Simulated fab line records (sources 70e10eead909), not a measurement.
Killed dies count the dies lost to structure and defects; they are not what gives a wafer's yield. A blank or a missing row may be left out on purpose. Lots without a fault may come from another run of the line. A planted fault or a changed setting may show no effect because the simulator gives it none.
fab line records	flow nand_harc
[record] lots = 12	wafers = 36	last_day = 33
route steps=1302 shown A_CONTACT@1028 END@1302
lots that met no fault: taken from a fault-free run of the same line
start_h: hours from the record's first day to the start of the lot's first wafer shown	wait_h: hours since the lot's step before	" same as the row above	L1.1+2: one row covering several wafers at once	- value missing, or start not given	* or withheld: withheld	< > ~ a bound
route shown NAME@n: NAME is a module with steps in the file, n the number in the route of the first one	usual: mean/standard deviation taken from wafers without a fault	same: alike in all rows	chamber/n: place in a boat	sites: each site's reading	_std_site: the standard deviation of these	_edge_site: mean of outer sites minus mean of inner sites	radius_mm: how far each site lies from the wafer's centre	mask NAME#n: copy n	behind: tool/chamber where the wafer was last shaped	hold: the reason the lot was held/the length of the hold in hours/how it ended	device: transistor that didn't switch, given as n, p or np	end of line: at the end of the route, the tests of the same wafers	a step without rows: its recipe alone	killed: count of dies lost to structure and defects at first sort (not the wafer's yield)	map: dies across one wafer; x = killed, . = not, _ = none there
set.NAME: the setting the step ran with; set.NAME@STEP: the setting that earlier step ran with	model.NAME: the simulator's own value behind a step, which no gauge read
a sample of lots followed through the steps of the route, with each step as a table and each wafer as a row
services: the hour from which a tool's chamber was out of use, counted from the record's first day as start_h (under 0 if before that day), plus the number of hours and why
[[steps]]
[step NHARC_A_CONTACT_DEP_58]
[recipe] target_thk_a = 900	target_thk_nm = 90	temp_c = 400	pressure_torr = 3.5	flow_sccm = 200	rf_w = 350	material = SiON
[usual] heater_power_w = 755/76
lot.wafer	tool	chamber	start_h	wait_h	heater_power_w
L841.1	pecvd-01	1	512.73	2.7	664
L841.3	"	0	"	"	744
L841.6	"	0	"	"	612
L842.3	pecvd-01	1	528.75	1.6	610
L842.5	"	2	"	"	838
L842.6	"	0	"	"	655
L844.2	pecvd-01	1	543.73	2.2	658
L844.1	"	2	"	"	844
L844.5	"	0	"	"	692
L846.1	pecvd-04	1	560.51	2.7	839
L846.3	"	1	"	"	658
L846.5	"	1	"	"	673
L847.1	pecvd-01	1	567.09	2.8	598
L847.2	"	2	"	"	850
L847.6	"	2	"	"	826
L848.1	pecvd-01	1	580.61	2.7	655
L848.5	"	1	"	"	665
L848.4	"	0	"	"	678
L849.6	pecvd-03	0	599.50	0.1	759
L849.5	"	1	"	"	754
L849.4	"	2	"	"	696
L850.2	pecvd-03	0	612.04	2.2	843
L850.4	"	2	"	"	679
L850.5	"	0	"	"	836
L851.1	pecvd-03	1	620.41	2.7	805
L851.2	"	2	"	"	669
L851.6	"	0	"	"	839
L856.2	pecvd-03	1	657.03	2.2	819
L856.1	"	2	"	"	781
L856.6	"	1	"	"	823
L857.2	pecvd-03	0	664.57	2.3	897
L857.4	"	1	"	"	847
L857.5	"	2	"	"	625
L863.1	pecvd-04	0	730.87	2.7	695
L863.3	"	1	"	"	715
L863.2	"	2	"	"	812
[step NHARC_A_CONTACT_DESCUM_74]
[recipe] time_s = 3	o2_flow_sccm = 200	ar_flow_sccm = 0	bias_power_w = 0	chemistry = O2
[usual] drypump_motor_current_A = 5.9/0.63	oes_product_au = 0.998/0.0089	rf_vpp_V = 57.9/0.92	showerhead_plenum_p_Torr = 1.92/0.082	throttle_valve_pct = 11.311/0.0092
lot.wafer	tool	chamber	start_h	wait_h	drypump_motor_current_A	oes_product_au	rf_hours_counter_h	rf_vpp_V	showerhead_plenum_p_Torr	throttle_valve_pct
L841.3	rie_diel-04	3	513.52	0.1	6.4	1.002	24	57.0	1.87	11.312
L841.1	"	0	"	"	4.8	0.982	24	58.7	1.84	11.319
L841.6	"	0	"	"	4.8	0.976	-	57.0	1.84	11.318
L842.3	rie_diel-05	2	529.66	0.1	5.4	1.002	27	58.4	1.90	11.317
L842.5	"	2	"	"	5.3	0.998	-	58.5	1.90	11.290
L842.6	"	3	"	"	5.7	1.001	-	57.0	1.96	11.315
L844.2	rie_diel-04	3	544.61	0.1	6.5	1.001	0	57.3	1.87	11.293
L844.1	"	2	"	"	6.4	0.994	0	57.0	1.90	11.314
L844.5	"	3	"	"	6.5	1.004	-	57.5	1.87	11.316
L846.1	rie_diel-03	0	561.50	0.1	6.5	1.008	29	59.0	1.97	11.317
L846.3	"	2	"	"	4.9	1.008	34	57.9	1.90	11.319
L846.5	"	0	"	"	6.5	1.014	-	57.8	1.97	11.311
L847.2	rie_diel-05	1	567.87	0.1	6.1	0.994	50	58.0	1.78	11.309
L847.1	"	0	"	"	5.7	1.008	43	56.6	1.88	11.309
L847.6	"	2	"	"	5.4	1.005	-	56.6	1.89	11.307
L848.4	rie_diel-03	3	581.54	0.1	5.9	1.011	39	59.2	2.06	11.293
L848.1	"	0	"	"	6.5	1.003	38	59.9	1.96	11.298
L848.5	"	2	"	"	4.9	1.010	-	58.1	1.90	11.303
L849.4	rie_diel-04	3	600.33	0.1	6.4	1.000	8	56.9	1.87	11.309
L849.5	"	3	"	"	6.4	0.991	-	57.8	1.87	11.301
L849.6	"	0	"	"	4.8	0.992	-	56.0	1.83	11.313
L850.4	rie_diel-04	1	612.79	0.1	6.5	0.990	12	58.1	2.06	11.313
L850.2	"	3	"	"	6.5	1.006	9	57.4	1.87	11.310
L850.5	"	2	"	"	6.4	1.008	-	58.5	1.89	11.301
L851.2	rie_diel-04	0	621.16	0.1	4.8	1.004	13	58.5	1.83	11.304
L851.1	"	3	"	"	6.4	1.000	11	58.8	1.87	11.307
L851.6	"	0	"	"	4.8	0.993	-	58.6	1.83	11.301
L856.2	rie_diel-04	0	657.91	0.1	4.8	1.004	20	58.1	1.83	11.310
L856.1	"	3	"	"	6.4	1.001	18	58.2	1.86	11.298
L856.6	"	1	"	"	6.4	0.995	-	56.6	2.06	11.312
L857.2	rie_diel-04	3	665.48	0.1	6.5	0.998	20	57.1	1.86	11.312
L857.4	"	2	"	"	6.4	0.995	-	57.8	1.89	11.339
L857.5	"	3	"	"	6.5	0.992	-	57.9	1.86	11.310
L863.3	rie_diel-05	0	731.79	0.1	5.7	0.999	48	56.3	1.86	11.328
L863.1	"	1	"	"	6.2	0.983	50	57.2	1.76	11.302
L863.2	"	3	"	"	5.7	0.975	43	56.1	1.94	11.309
[step NHARC_A_CONTACT_ETCH_78]
[recipe] target_depth_a = 53000	over_etch_frac = 0.3	time_s = 1378	ion_energy_ev = 150	o2_flow_sccm = 400	cos_flow_sccm = 20	ar_flow_sccm = 0	rf_w = 500	bias_w = 300	chemistry = O2/COS
[usual] drypump_motor_current_A = 5.9/0.64	oes_product_au = 0.997/0.0095	rf_vpp_V = 314.1/1.9	showerhead_plenum_p_Torr = 3.12/0.13	throttle_valve_pct = 28.331/0.008
[same] over_etch_frac = 0.3
lot.wafer	tool	chamber	start_h	wait_h	drypump_motor_current_A	oes_product_au	rf_hours_counter_h	rf_vpp_V	showerhead_plenum_p_Torr	throttle_valve_pct
L841.1	rie_diel-04	3	514.12	-	6.5	1.004	25	313.6	3.06	28.338
L841.3	"	1	"	"	6.5	1.003	21	318.8	3.36	28.333
L841.6	"	3	"	"	6.4	0.996	-	313.6	3.06	28.319
L842.3	rie_diel-05	3	530.46	-	5.8	0.991	32	315.6	3.20	28.335
L842.5	"	1	"	"	6.1	0.988	-	311.8	2.92	28.319
L842.6	"	2	"	"	5.4	0.994	-	315.5	3.10	28.332
L844.2	rie_diel-04	1	545.31	-	6.5	0.979	1	317.2	3.36	28.326
L844.1	"	2	"	"	6.4	1.015	1	313.3	3.09	28.332
L844.5	"	0	"	"	4.8	1.002	-	313.0	3.00	28.318
L846.3	rie_diel-03	0	562.21	-	6.5	1.003	30	313.9	3.20	28.332
L846.1	"	2	"	"	5.0	1.013	34	314.1	3.10	28.335
L846.5	"	0	"	"	6.5	0.995	-	314.7	3.20	28.337
L847.2	rie_diel-05	0	568.58	-	5.7	1.011	43	312.6	3.07	28.319
L847.1	"	2	"	"	5.4	0.991	44	313.5	3.09	28.331
L847.6	"	0	"	"	5.7	1.013	-	312.2	3.07	28.333
L848.1	rie_diel-03	0	582.33	-	6.5	1.013	39	314.8	3.20	28.335
L848.4	"	1	"	"	5.7	0.995	33	313.5	3.14	28.336
L848.5	"	2	"	"	5.0	1.011	-	314.5	3.10	28.330
L849.4	rie_diel-04	1	601.03	-	6.4	0.987	11	317.1	3.35	28.331
L849.6	"	0	"	"	4.8	0.995	-	313.6	3.00	28.336
L849.5	"	1	"	"	6.4	0.978	-	317.7	3.35	28.323
L850.4	rie_diel-04	1	613.40	-	6.5	0.991	13	315.5	3.35	28.326
L850.2	"	2	"	"	6.4	1.004	12	314.8	3.09	28.329
L850.5	"	1	"	"	6.5	0.996	-	318.5	3.35	28.309
L851.2	rie_diel-04	3	621.76	-	6.4	1.001	11	313.7	3.05	28.318
L851.1	"	2	"	"	6.4	1.002	14	314.7	3.09	28.331
L851.6	"	0	"	"	4.8	1.008	-	312.3	2.99	28.313
L856.2	rie_diel-04	3	658.72	-	6.5	1.005	18	313.1	3.05	28.331
L856.1	"	0	"	"	4.8	0.822	20	311.9	2.99	28.339
L856.6	"	1	"	"	6.5	0.824	-	317.6	3.35	28.339
L857.2	rie_diel-04	2	666.32	-	6.4	0.997	23	316.4	3.08	28.336
L857.4	"	2	"	"	6.4	0.818	-	314.1	3.08	28.322
L857.5	"	3	"	"	6.5	0.998	-	313.7	3.05	28.337
L863.2	rie_diel-05	2	732.48	-	5.4	0.982	50	311.5	3.06	28.330
L863.3	"	0	"	"	5.7	1.004	48	312.4	3.04	28.336
L863.1	"	1	"	"	6.2	0.981	50	310.5	2.88	28.330
[step NHARC_A_CONTACT_ETCH_125]
[recipe] source_w = withheld	pressure_mtorr = 20	bias_v = 3000	time_s = 197	target_depth_a = 19180	ar_flow_sccm = withheld	c4f8_flow_sccm = withheld	o2_flow_sccm = withheld	chemistry = C4F8/O2/Ar
lot.wafer	tool	chamber	start_h	wait_h	rf_hours_counter_h
L841.1	har_cap_etch-01	0	515.28	0.2	0
L841.3	"	1	"	"	-
L841.6	"	1	"	"	-
L842.3	har_cap_etch-01	0	531.49	0.2	-
L842.5	"	1	"	"	-
L842.6	"	0	"	"	-
L844.1	har_cap_etch-02	1	546.35	0.2	95
L844.2	"	0	"	"	95
L844.5	"	1	"	"	-
L846.1	har_cap_etch-01	0	563.27	0.2	10
L846.3	"	0	"	"	-
L846.5	"	1	"	"	-
L847.1	har_cap_etch-02	0	569.63	0.2	98
L847.2	"	1	"	"	98
L847.6	"	0	"	"	-
L848.1	har_cap_etch-02	0	583.30	0.2	103
L848.4	"	0	"	"	-
L848.5	"	1	"	"	-
L849.4	har_cap_etch-02	0	602.16	0.2	-
L849.6	"	1	"	"	-
L849.5	"	0	"	"	-
L850.2	har_cap_etch-03	0	614.57	0.2	59
L850.4	"	0	"	"	-
L850.5	"	1	"	"	-
L851.2	har_cap_etch-01	0	622.91	0.2	19
L851.1	"	1	"	"	19
L851.6	"	1	"	"	-
L856.2	har_cap_etch-03	0	659.66	0.2	68
L856.1	"	1	"	"	68
L856.6	"	0	"	"	-
L857.2	har_cap_etch-03	1	667.50	0.2	69
L857.4	"	0	"	"	-
L857.5	"	1	"	"	-
L863.1	har_cap_etch-01	0	733.61	0.2	41
L863.2	"	1	"	"	41
L863.3	"	0	"	"	-
[step NHARC_END_SORT_01]
[recipe] temp_c = 25
[usual] killed_at_array = 65/19	killed_at_other = 0.9/1.1	killed_at_periphery = 3.5/2.3	killed_dies = 69/19	killed_open = 3.2/1.8	killed_short = 2.4/1.5
[same] gross_dies = 677
lot.wafer	tool	chamber	start_h	wait_h	killed_at_array	killed_at_other	killed_at_periphery	killed_dies	killed_open	killed_short
L856.1	prober-01	0	722.63	2.5	670	0	6	676	2	2
L856.2	prober-01	0	723.42	2.8	99	0	4	103	2	3
L856.6	prober-01	0	726.59	4.0	668	0	9	677	2	4
L857.2	prober-02	0	727.22	2.8	99	4	3	106	2	2
L857.4	prober-02	0	728.83	3.4	671	4	2	677	2	1
L857.5	prober-02	0	729.64	3.7	89	0	6	95	7	3
// killed by level:class
L856.1 A_CONTACT:area_etch=569 A_CHANNEL_HOLE_D1:chamber_film_flake=37 A_SLIT:chamber_film_flake=33 A_CHANNEL_HOLE_D2:chamber_film_flake=21 P_BONDPAD:chamber_film_flake=5 A_CONTACT:chamber_film_flake=3 A_DECK1_JOINT:chamber_film_flake=2 A_STAIRCASE:chamber_film_flake=2
L856.2 A_SLIT:chamber_film_flake=37 A_CHANNEL_HOLE_D1:chamber_film_flake=31 A_CHANNEL_HOLE_D2:chamber_film_flake=21 P_BONDPAD:chamber_film_flake=4 A_CONTACT:chamber_film_flake=3 A_M0:geometric_particle:short=2 A_ONON_D2:geometric_particle:short=1 A_WL_FILL:geometric_particle:open=1
L856.6 A_CONTACT:area_etch=582 A_CHANNEL_HOLE_D1:chamber_film_flake=32 A_SLIT:chamber_film_flake=30 A_CHANNEL_HOLE_D2:chamber_film_flake=18 P_BONDPAD:chamber_film_flake=5 A_CHANNEL_FILL_D2:geometric_particle:short=2 A_WL_FILL:geometric_particle:short=2 P_M0:geometric_particle:open=1
L857.2 A_CHANNEL_HOLE_D1:chamber_film_flake=34 A_SLIT:chamber_film_flake=31 A_CHANNEL_HOLE_D2:chamber_film_flake=26 A_CONTACT:chamber_film_flake=4 P_GATE:chamber_film_flake=2 A_STAIRCASE:chamber_film_flake=2 THIN_TSV:chamber_film_flake=2 A_ONON_D1:geometric_particle:open=1
L857.4 A_CONTACT:area_etch=572 A_SLIT:chamber_film_flake=36 A_CHANNEL_HOLE_D1:chamber_film_flake=30 A_CHANNEL_HOLE_D2:chamber_film_flake=20 A_CONTACT:chamber_film_flake=7 THIN_TSV:chamber_film_flake=4 P_M0:chamber_film_flake=2 A_WL_FILL:chamber_film_flake=2
L857.5 A_CHANNEL_HOLE_D1:chamber_film_flake=29 A_SLIT:chamber_film_flake=25 A_CHANNEL_HOLE_D2:chamber_film_flake=15 A_CONTACT:chamber_film_flake=7 A_STAIRCASE:chamber_film_flake=3 P_M0:chamber_film_flake=2 P_M0:geometric_particle:open=1 P_M2:geometric_particle:short=1
[[services]]
tool	chamber	start_h	hours	kind
pecvd-01	0	491.00	11.1	repair
pecvd-01	-	492.22	13.0	pm
har_cap_etch-02	-	495.24	1.5	repair
har_cap_etch-01	-	497.00	17.0	pm
rie_diel-04	1	502.51	8.2	repair
rie_diel-03	1	502.74	20.3	repair
pecvd-01	1	521.48	6.5	repair
rie_diel-04	-	531.90	9.0	pm
pecvd-03	-	547.57	13.0	pm
rie_diel-04	3	553.18	5.9	repair
pecvd-04	2	558.56	5.7	repair
rie_diel-04	-	581.88	0.7	repair
rie_diel-05	-	584.74	9.0	pm
rie_diel-03	0	606.54	6.3	repair
rie_diel-04	1	637.44	7.2	repair
rie_diel-03	-	638.00	9.0	pm
rie_diel-05	-	650.31	0.5	repair
rie_diel-04	0	663.33	5.6	repair
pecvd-01	-	673.22	13.0	pm
rie_diel-04	0	674.89	6.6	repair
rie_diel-05	1	698.23	15.0	repair
rie_diel-04	-	708.90	9.0	pm
rie_diel-03	2	723.05	8.7	repair
pecvd-03	-	728.80	13.0	pm
[[key]]
[first_sign] step = NHARC_A_CONTACT_ETCH_78	reading = oes_product_au	direction = down	sigmas = 19	usual = 0.997	struck = 0.822
[effect] step = NHARC_END_SORT_01	reading = killed_at_array	direction = up	sigmas = 32	usual = 65	struck = 670
[more_kills_born_at] NHARC_A_CONTACT_ETCH_78@rie_diel-04 = 1723
met_at NHARC_A_CONTACT_ETCH_78
struck_lots L856,L857
struck_wafers L856.1,L856.6,L857.4
later_rows_left_out L856.1,L856.6,L857.4
tester_left_out L856,L857
not_acting_at NHARC_A_CONTACT_DEP_58,NHARC_A_CONTACT_DESCUM_74,NHARC_A_CONTACT_ETCH_125
onset_between 621.76 658.72
[fault] kind = process_parameter_drift	tool = rie_diel-04	chamber = -	onset_h = 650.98	steps = NHARC_A_CONTACT_ETCH_78	channel = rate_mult	offset = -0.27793	shape = step	end_h = 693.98	scope = struck_wafers_only
// tester_left_out: of these lots the tester's yield and bins aren't shown, on N5 and GAA mostly nor the transistor test; their killed dies are dies lost to structure and defects alone, not to doping, threshold or leakage, so they don't give the yield
// later_rows_left_out: the simulator's readings of these wafers behind a module that went badly wrong aren't trusted and aren't shown, but for the sort
